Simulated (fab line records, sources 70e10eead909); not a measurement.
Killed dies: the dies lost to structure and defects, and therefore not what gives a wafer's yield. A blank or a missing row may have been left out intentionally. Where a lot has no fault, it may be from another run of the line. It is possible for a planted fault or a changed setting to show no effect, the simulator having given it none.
Matching of chambers / flow nand harc / 3 sister chambers for NHARC_A_ONON_D2_DEP_33 on pecvd-02
The step deposits SiO2, target thk 200 nm. 3 wafers are shown with their chamber, then 9 later ones without.

WAFERS WITH THEIR CHAMBER
wafer=L092.2; chamber=1; heater power w (W)=444
wafer=L092.4; chamber=2; heater power w (W)=337
wafer=L092.5; chamber=0; heater power w (W)=542

WAFERS MISSING THEIR CHAMBER
wafer=L094.1; heater power w (W)=486
wafer=L094.2; heater power w (W)=457
wafer=L094.4; heater power w (W)=480
wafer=L096.2; heater power w (W)=484
wafer=L096.4; heater power w (W)=491
wafer=L096.6; heater power w (W)=356
wafer=L097.2; heater power w (W)=296
wafer=L097.4; heater power w (W)=304
wafer=L097.6; heater power w (W)=444

WHICH CHAMBER EACH WENT THROUGH
wafer=L094.1; from the rows above=can't be placed: 1 or 0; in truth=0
wafer=L094.2; from the rows above=1; in truth=1
wafer=L094.4; from the rows above=can't be placed: 1 or 0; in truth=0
wafer=L096.2; from the rows above=can't be placed: 1 or 0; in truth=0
wafer=L096.4; from the rows above=can't be placed: 1 or 0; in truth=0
wafer=L096.6; from the rows above=2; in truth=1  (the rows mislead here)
wafer=L097.2; from the rows above=2; in truth=2
wafer=L097.4; from the rows above=2; in truth=2
wafer=L097.6; from the rows above=1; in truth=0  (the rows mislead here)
Correct placement for 3 of the 9. Can't be placed from these rows: 4 (the true chamber is among the candidates in 4). 2 placed wrongly.
How it was worked out, from the rows above alone: a wafer's distance from a chamber is the root of the sum, over the readings, of the square of ((its reading less the chamber's mean) divided by the reading's scatter). The wafer belongs to the nearest chamber; if the next one is less than 2 further off, it can't be placed. For every chamber, the mean is computed from those of its wafers that are shown. The scatter: root of mean squared gap, hidden wafer to nearest shown wafer, with one shown wafer a chamber.
